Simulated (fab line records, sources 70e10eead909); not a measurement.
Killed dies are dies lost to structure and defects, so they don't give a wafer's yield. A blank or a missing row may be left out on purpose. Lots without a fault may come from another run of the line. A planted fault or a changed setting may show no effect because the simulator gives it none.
Chamber matching | flow nand_harc | NHARC_A_STAIRCASE_CMP_472 on cmp-04: 4 sister chambers
The step polishes SiO2. 14 wafers are shown with their chamber, then 7 later ones without.

WAFERS WITH THEIR CHAMBER
wafer  | chamber | motor_current_A (A)
L076.1 | 0       | 11.8
L076.3 | 3       | 10.4
L076.6 | 0       | 11.5
L079.2 | 2       | 12.9
L079.3 | 1       | 13.4
L079.4 | 0       | 11.8
L083.1 | 1       | 12.7
L083.3 | 3       | 10.3
L083.5 | 2       | 12.9
L085.3 | 2       | 13.2
L085.4 | 0       | 11.4
L085.6 | 3       | 10.5
L088.1 | 3       | 10.4
L088.2 | 0       | 11.9

SIGNATURES (means of the wafers above)
reading         | chamber 0 | chamber 1 | chamber 2 | chamber 3 | scatter within a chamber
motor_current_A | 11.680    | 13.050    | 13.000    | 10.400    | 0.226
Rule: a wafer's distance from a chamber is the root of the sum, over the readings, of the square of ((its reading less the chamber's mean) divided by the reading's scatter). The wafer belongs to the nearest chamber; if the next one is less than 2 further off, it can't be placed. The scatter: the root of (the sum of the squares of (reading less its chamber's mean) over the shown wafers, divided by (wafers less chambers)).

WAFERS WITHOUT THEIR CHAMBER
wafer  | motor_current_A (A)
L088.6 | 13.3
L093.4 | 11.9
L093.5 | 10.3
L093.6 | 12.1
L096.3 | 12.0
L096.5 | 13.2
L096.6 | 12.6

WHICH CHAMBER EACH WENT THROUGH
wafer  | from the rows above     | in truth
L088.6 | can't be placed: 1 or 2 | 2
L093.4 | 0                       | 0
L093.5 | 3                       | 3
L093.6 | 0                       | 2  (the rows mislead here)
L096.3 | 0                       | 0
L096.5 | can't be placed: 1 or 2 | 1
L096.6 | can't be placed: 2 or 1 | 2
Placed correctly: 3 of 7. Can't be placed from these rows: 3 (the true chamber is among the candidates in 3). Placed wrongly: 1.
